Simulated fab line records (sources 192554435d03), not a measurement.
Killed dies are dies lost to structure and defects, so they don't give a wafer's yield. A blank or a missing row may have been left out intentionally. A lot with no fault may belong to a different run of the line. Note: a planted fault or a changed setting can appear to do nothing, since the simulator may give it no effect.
fab line records    flow n5-finfet
record lots=7  wafers=39
route steps=1938 shown SDB@368 MOL_CONTACT_COAG@586 BEOL_M2@887 BEOL_M3@933 BEOL_M9@1401
start-h: hours from the record's first day to the start of the lot's first wafer shown    wait-h: how many hours have passed since the lot's step before this one    " repeats the value in the row above    L1.1+2: several wafers, shown together as one row    - no value, or no start was given    * or withheld: withheld    < > ~ a bound
route shown NAME@n: NAME is a module with steps in the file, n the number in the route of the first one    usual: the fault-free wafers' mean and standard deviation    same: alike in all rows    chamber/n: place in a boat    sites: the reading at each site    _std_site: the standard deviation of these    _edge_site: outer sites' mean less inner sites'    radius-mm: how far each site lies from the wafer's centre    mask NAME#n: copy n    behind: the tool/chamber that last shaped the wafer    hold: cause of the lot's hold/its duration in hours/its outcome    device: the transistor (n, p or np) that didn't switch    end of line: the tests these same wafers got at the end of their route    a step without rows: its recipe alone    killed: dies that structure and defects cost at the first sort, which is not the same as the wafer's yield    map: dies across one wafer; x = killed, . = not, _ = none there
set.NAME: the setting that was run; set.NAME@STEP: the one run at that earlier step    model.NAME: the simulator's own value behind a step, which no gauge read
lots where settings were altered on purpose, with a table for each step and a row for each wafer
## steps
# step N5_SDB_ETCH_25
# recipe chemistry=C4F6/O2  target=SiO2  target-depth-a=100  time-s=3.3  ion-energy-ev=250  mask-material=SiNx  pressure-mtorr=30  source-w=345  bias-w=185  Ar_flow_sccm=300  C4F6_flow_sccm=10  O2_flow_sccm=10
lot.wafer  tool         chamber  start-h  wait-h  set.time-s  model.etch.depth-nm
L076.1     rie-diel-02  1        76.32    0.0     3.3         9.923
L076.3     "            3        "        "       3.3         10.07
L076.4     "            1        "        "       3.3         9.909
L081.1     rie-diel-02  1        110.43   0.0     3.3         9.961
L081.2     "            2        "        "       4.173       12.54
L081.3     "            3        "        "       3.3         10.1
L081.4     "            0        "        "       4.173       12.91
L081.5     "            1        "        "       4.173       12.62
L081.6     "            2        "        "       3.3         9.858
L084.1     rie-diel-02  3        126.29   0.0     3.3         10.08
L084.2     "            2        "        "       1.714       5.093
L084.3     "            0        "        "       1.714       5.317
L084.4     "            1        "        "       3.3         9.941
L084.5     "            2        "        "       1.714       5.087
L084.6     "            3        "        "       3.3         10.11
L086.1     rie-diel-02  1        140.28   0.3     3.3         9.91
L086.2     "            2        "        "       3.3         9.667
L086.3     "            0        "        "       3.3         10.08
L086.4     "            3        "        "       3.3         10.05
L086.5     "            2        "        "       3.3         9.803
L086.6     "            3        "        "       3.3         9.941
L087.1     rie-diel-04  2        144.58   0.1     3.3         9.986
L087.2     "            0        "        "       3.3         9.97
L087.3     "            1        "        "       1.537       4.828
L087.4     "            3        "        "       1.537       4.641
L087.5     "            0        "        "       3.3         9.94
L087.6     "            1        "        "       1.537       4.805
L090.1     rie-diel-06  3        159.64   0.0     2.641       7.758
L090.2     "            0        "        "       3.3         10.16
L090.3     "            2        "        "       2.641       7.987
L090.4     "            2        "        "       3.3         10.02
L090.5     "            3        "        "       2.641       7.844
L090.6     "            0        "        "       3.3         10.21
L096.1     rie-diel-02  1        198.75   0.2     3.3         10.01
L096.2     "            3        "        "       1.811       5.604
L096.3     "            0        "        "       1.811       5.59
L096.4     "            2        "        "       3.3         9.797
L096.5     "            3        "        "       1.811       5.599
L096.6     "            0        "        "       3.3         10.15
# step N5_MOL_CONTACT_COAG_VIA_ETCH_46
# recipe chemistry=C4F6/O2  target-depth-a=460  overetch-a=92  mask-material=SOC  target=SiO2  bias-w=455  pressure-mtorr=10  time-s=40  source-w=325  Ar_flow_sccm=300  C4F6_flow_sccm=10  O2_flow_sccm=10  ion-energy-ev=575.3  ends=end-point
lot.wafer   tool         chamber  start-h  wait-h  set.target-depth-a  model.SOC_of_MOL_CONTACT_COAG_COAT_75.thk-nm
L076.1+3+4  rie-diel-02  2,0,1    109.49   0.0     460                 50.6
L081.1+4+5  rie-diel-02  3,2,1    141.84   0.0     460                 50.8
L081.2      "            1        "        "       735.9               47.2
L081.3+6    "            0        "        "       735.9               47.4
L084.1+3+4  rie-diel-06  2,3,3    157.11   0.0     460                 50.8
L084.2+5+6  "            0,2,0    "        "       460                 50.6
L086.1+4+5  rie-diel-04  1,0,1    172.17   0.0     460                 50.6
L086.2+3    "            2,3      "        "       460                 50.8
L086.6      "            2        "        "       460                 51
L087.1+6    rie-diel-02  2        176.58   0.0     674.7               48.2
L087.2+4    "            0        "        "       460                 50.6
L087.3      "            3        "        "       460                 50.4
L087.5      "            3        "        "       674.7               47.8
L090.1+2    rie-diel-06  0,3      189.74   0.0     460                 51
L090.3      "            2        "        "       699.2               47.8
L090.4+5    "            3,2      "        "       699.2               48
L090.6      "            0        "        "       460                 50.8
L096.1+4    rie-diel-06  0        229.96   0.0     460                 50.6
L096.2      "            2        "        "       460                 51
L096.3+5    "            1        "        "       460                 51.2
L096.6      "            2        "        "       460                 50.8
# step N5_BEOL_M2_VIA_ETCH_34
# recipe chemistry=C4F6/O2  target-depth-a=694  mask-material=SOC  pressure-mtorr=15  ion-energy-ev=250  taper-deg=4  time-s=65.9  source-w=350  bias-w=170  Ar_flow_sccm=300  C4F6_flow_sccm=10  O2_flow_sccm=10
lot.wafer  tool         chamber  start-h  wait-h  set.target-depth-a  model.etch.depth-nm  model.SOC_of_BEOL_M2_COAT_67.thk-nm
L076.1     rie-diel-04  1        141.79   0.0     694                 72.25                51.8
L076.3     "            3        "        "       694                 69.37                51.8
L076.4     "            0        "        "       694                 70.1                 51.8
L081.1     rie-diel-02  2        180.39   0.0     694                 67.69                51.8
L081.2     "            3        "        "       694                 69.56                51.8
L081.3     "            1        "        "       694                 68.63                51.8
L081.4     "            0        "        "       694                 69.6                 51.8
L081.5     "            2        "        "       694                 67.23                51.8
L081.6     "            3        "        "       694                 70.11                51.8
L084.1     rie-diel-02  1        186.18   0.0     1044                103.6                47.6
L084.2     "            2        "        "       1044                101.4                48
L084.3     "            3        "        "       694                 70.55                51.8
L084.4     "            0        "        "       694                 70.5                 52
L084.5     "            0        "        "       694                 70.17                52
L084.6     "            3        "        "       1044                105.9                47.6
L086.1     rie-diel-04  3        205.27   0.0     694                 69.41                51.8
L086.2     "            1        "        "       525.8               54.1                 53.8
L086.3     "            2        "        "       694                 68.69                52.2
L086.4     "            0        "        "       525.8               52.72                53.8
L086.5     "            3        "        "       694                 69.27                52
L086.6     "            0        "        "       525.8               52.94                53.8
L087.1     rie-diel-06  3        208.16   0.0     466.4               45.29                54.6
L087.2     "            2        "        "       694                 69.09                51.8
L087.3     "            1        "        "       466.4               45.27                54.6
L087.4     "            3        "        "       694                 67.9                 52
L087.5     "            1        "        "       694                 67.92                52
L087.6     "            2        "        "       466.4               46.69                54.6
L090.1+5   rie-diel-02  0        223.72   0.0     850.7               85.81                50
L090.2     "            1        "        "       850.7               84.96                49.6
L090.3     "            3        "        "       694                 70.38                51.4
L090.4     "            2        "        "       694                 68.95                52
L090.6     "            3        "        "       694                 69.79                51.8
L096.1     rie-diel-02  3        271.92   0.0     694                 69.83                51.8
L096.2     "            1        "        "       694                 68.61                51.6
L096.3     "            0        "        "       694                 70.28                52
L096.4     "            1        "        "       694                 69.4                 51.6
L096.5     "            3        "        "       694                 69.05                51.8
L096.6     "            0        "        "       694                 70.28                51.6
# step N5_BEOL_M3_PECVD_72
# recipe material=SiO2  target-thk-a=160  temp-c=400  precursor=TEOS/O2  pressure-torr=5.5  rf-w=450  teos-flow-sccm=53.8  gas=O2  flow-sccm=3000  time-s=18
lot.wafer   tool      chamber  start-h  wait-h  set.time-s  model.SiO2_of_BEOL_M3_PECVD_72.thk-nm
L076.1      pecvd-02  2        146.11   0.0     18          16
L076.3      "         0        "        "       18          16.2
L076.4      "         1        "        "       18          16.4
L081.1+5    pecvd-02  2,1      184.69   0.0     18          16
L081.2      "         1        "        "       27.92       24
L081.3      "         2        "        "       27.92       24.8
L081.4      "         1        "        "       27.92       24.4
L081.6      "         2        "        "       18          16.4
L084.1      pecvd-03  0        191.54   0.0     18          15.6
L084.2+3    "         1,2      "        "       18          15.8
L084.4      "         2        "        "       22.76       20
L084.5      "         1        "        "       22.76       20.4
L084.6      "         0        "        "       22.76       20.2
L086.1+4+5  pecvd-02  0,1,1    210.47   0.0     8.928       8
L086.2      "         1        "        "       18          15.8
L086.3      "         0        "        "       18          16.4
L086.6      "         0        "        "       18          16.2
L087.1+2    pecvd-04  0,2      213.03   0.0     18          16.2
L087.3      "         1        "        "       18          15.8
L087.4+6    "         2,0      "        "       18          16.4
L087.5      "         1        "        "       18          16
L090.1      pecvd-03  2        228.60   0.0     28.06       24
L090.2      "         1        "        "       18          15.8
L090.3      "         0        "        "       18          15.4
L090.4+5    "         2,1      "        "       28.06       24.6
L090.6      "         0        "        "       18          16
L096.1+3    pecvd-03  1,2      276.06   0.0     12.61       11.2
L096.2      "         0        "        "       18          15.8
L096.4      "         1        "        "       18          16.4
L096.5      "         2        "        "       12.61       11.4
L096.6      "         0        "        "       18          16
# step N5_BEOL_M9_ILD_DEP_00
# recipe material=SiCOH_lowk  target-thk-a=3085.1  temp-c=300  precursor=DEMS/porogen  pressure-torr=5  rf-w=500  time-s=58
lot.wafer  tool      chamber  start-h  wait-h  set.time-s  model.SiCOH_lowk_of_BEOL_M9_ILD_DEP_00.thk-nm
L076.1     pecvd-04  1        196.28   0.0     58          302.2
L076.3     "         0        "        "       58          301.2
L076.4     "         2        "        "       58          310.2
L081.1     pecvd-04  2        237.82   0.0     58          309.2
L081.2     "         0        "        "       58          304.8
L081.3     "         0        "        "       58          310
L081.4     "         2        "        "       58          316.2
L081.5     "         0        "        "       58          311
L081.6     "         2        "        "       58          312.4
L084.1     pecvd-04  2        247.45   0.0     58          310.4
L084.2     "         0        "        "       76.52       403.2
L084.3     "         1        "        "       58          304
L084.4     "         2        "        "       76.52       411
L084.5     "         0        "        "       58          310
L084.6     "         1        "        "       76.52       405.4
L086.1     pecvd-04  2        267.79   0.0     58          305.2
L086.2     "         0        "        "       37.35       196.8
L086.3     "         1        "        "       37.35       194.4
L086.4     "         1        "        "       58          308.4
L086.5     "         0        "        "       37.35       198.2
L086.6     "         2        "        "       58          312.4
L087.1     pecvd-04  2        273.35   0.0     58          305.2
L087.2     "         0        "        "       58          299.8
L087.3     "         1        "        "       58          297.2
L087.4     "         1        "        "       58          300.2
L087.5     "         0        "        "       58          306.8
L087.6     "         2        "        "       58          305.4
L090.1     pecvd-04  0        280.96   0.0     73.35       378.2
L090.2     "         1        "        "       58          298.4
L090.3     "         2        "        "       73.35       381.8
L090.4     "         2        "        "       58          306.4
L090.5     "         0        "        "       73.35       388.2
L090.6     "         1        "        "       58          300.8
L096.1     pecvd-04  0        330.26   0.0     58          301.8
L096.2     "         1        "        "       77.83       404.6
L096.3     "         2        "        "       58          306.2
L096.4     "         0        "        "       58          308.6
L096.5     "         1        "        "       77.83       411.4
L096.6     "         2        "        "       77.83       418.4
# step N5_BEOL_M9_CURE_71
# recipe temp-c=385  time-s=240  ambient=He/Ar  material=SiCOH_lowk
lot.wafer  tool        chamber  start-h  wait-h  set.time-s@BEOL_M9_ILD_DEP_00  model.SiCOH_lowk_of_BEOL_M9_ILD_DEP_00.thk-nm
L076.1     uv-cure-02  0        196.36   0.0     58                             262.4
L076.3     "           0        "        "       58                             261.6
L076.4     "           0        "        "       58                             269.6
L081.1     uv-cure-02  0        237.92   0.1     58                             268.6
L081.2     "           0        "        "       58                             264.6
L081.3     "           0        "        "       58                             269.4
L081.4     "           0        "        "       58                             274.8
L081.5     "           0        "        "       58                             270.2
L081.6     "           0        "        "       58                             271.4
L084.1     uv-cure-01  1        247.53   0.0     58                             269.6
L084.2     "           1        "        "       76.52                          352.2
L084.3     "           1        "        "       58                             264
L084.4     "           1        "        "       76.52                          359.2
L084.5     "           1        "        "       58                             269.2
L084.6     "           1        "        "       76.52                          354
L086.1     uv-cure-03  2        267.87   0.0     58                             265
L086.2     "           2        "        "       37.35                          170
L086.3     "           2        "        "       37.35                          167.8
L086.4     "           2        "        "       58                             268
L086.5     "           2        "        "       37.35                          171
L086.6     "           2        "        "       58                             271.4
L087.1     uv-cure-03  0        273.43   0.0     58                             265.2
L087.2     "           0        "        "       58                             260.2
L087.3     "           0        "        "       58                             258
L087.4     "           0        "        "       58                             260.6
L087.5     "           0        "        "       58                             266.6
L087.6     "           0        "        "       58                             265.4
L090.1     uv-cure-01  0        281.03   0.0     73.35                          329.8
L090.2     "           0        "        "       58                             259
L090.3     "           0        "        "       73.35                          333
L090.4     "           0        "        "       58                             266.2
L090.5     "           0        "        "       73.35                          338.8
L090.6     "           0        "        "       58                             261.2
L096.1     uv-cure-02  2        330.34   0.0     58                             262.2
L096.2     "           2        "        "       77.83                          353.2
L096.3     "           2        "        "       58                             266
L096.4     "           2        "        "       58                             268
L096.5     "           2        "        "       77.83                          359.6
L096.6     "           2        "        "       77.83                          365.6
# step N5_BEOL_M9_THK_MEAS_01
# recipe reads=SiCOH_lowk_of_BEOL_M9_ILD_DEP_00
# usual M9_ILD_THK=268/4
lot.wafer  tool           chamber  start-h  wait-h  set.time-s@BEOL_M9_ILD_DEP_00  M9_ILD_THK[nm]
L076.1     film-metro-02  -        196.87   0.4     58                             263
L076.3     "              -        "        "       58                             262
L076.4     "              -        "        "       58                             269
L081.1     film-metro-02  -        239.88   1.6     58                             268
L081.2     "              -        "        "       58                             264
L081.3     "              -        "        "       58                             270
L081.4     "              -        "        "       58                             275
L081.5     "              -        "        "       58                             270
L081.6     "              -        "        "       58                             272
L084.1     film-metro-02  -        248.05   0.4     58                             270
L084.2     "              -        "        "       76.52                          352
L084.3     "              -        "        "       58                             264
L084.4     "              -        "        "       76.52                          359
L084.5     "              -        "        "       58                             269
L084.6     "              -        "        "       76.52                          354
L086.1     film-metro-01  -        268.38   0.4     58                             265
L086.2     "              -        "        "       37.35                          170
L086.3     "              -        "        "       37.35                          168
L086.4     "              -        "        "       58                             268
L086.5     "              -        "        "       37.35                          171
L086.6     "              -        "        "       58                             272
L087.1     film-metro-02  -        273.94   0.4     58                             265
L087.2     "              -        "        "       58                             260
L087.3     "              -        "        "       58                             258
L087.4     "              -        "        "       58                             261
L087.5     "              -        "        "       58                             267
L087.6     "              -        "        "       58                             265
L090.1     film-metro-01  -        281.55   0.4     73.35                          330
L090.2     "              -        "        "       58                             259
L090.3     "              -        "        "       73.35                          333
L090.4     "              -        "        "       58                             266
L090.5     "              -        "        "       73.35                          339
L090.6     "              -        "        "       58                             261
L096.1     film-metro-02  -        330.85   0.4     58                             262
L096.2     "              -        "        "       77.83                          353
L096.3     "              -        "        "       58                             266
L096.4     "              -        "        "       58                             268
L096.5     "              -        "        "       77.83                          359
L096.6     "              -        "        "       77.83                          366
## key
split step=N5_SDB_ETCH_25  setting=time-s  stated=3.3  by=wafer
response step=N5_SDB_ETCH_25  reading=model.etch.depth-nm  change=+0.0997  per=1%  r=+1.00
split step=N5_MOL_CONTACT_COAG_VIA_ETCH_46  setting=target-depth-a  stated=460  by=wafer
response step=N5_MOL_CONTACT_COAG_VIA_ETCH_46  reading=model.SOC_of_MOL_CONTACT_COAG_COAT_75.thk-nm  change=-0.0565  per=1%  r=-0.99
split step=N5_BEOL_M2_VIA_ETCH_34  setting=target-depth-a  stated=694  by=wafer
response step=N5_BEOL_M2_VIA_ETCH_34  reading=model.etch.depth-nm  change=+0.67  per=1%  r=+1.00
response step=N5_BEOL_M2_VIA_ETCH_34  reading=model.SOC_of_BEOL_M2_COAT_67.thk-nm  change=-0.0816  per=1%  r=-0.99
split step=N5_BEOL_M3_PECVD_72  setting=time-s  stated=18  by=wafer
response step=N5_BEOL_M3_PECVD_72  reading=model.SiO2_of_BEOL_M3_PECVD_72.thk-nm  change=+0.157  per=1%  r=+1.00
split step=N5_BEOL_M9_ILD_DEP_00  setting=time-s  stated=58  by=wafer
response step=N5_BEOL_M9_ILD_DEP_00  reading=model.SiCOH_lowk_of_BEOL_M9_ILD_DEP_00.thk-nm  change=+3.1  per=1%  r=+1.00
response step=N5_BEOL_M9_CURE_71  reading=model.SiCOH_lowk_of_BEOL_M9_ILD_DEP_00.thk-nm  change=+2.75  per=1%  r=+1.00
response step=N5_BEOL_M9_THK_MEAS_01  reading=M9_ILD_THK  change=+2.75  per=1%  r=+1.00
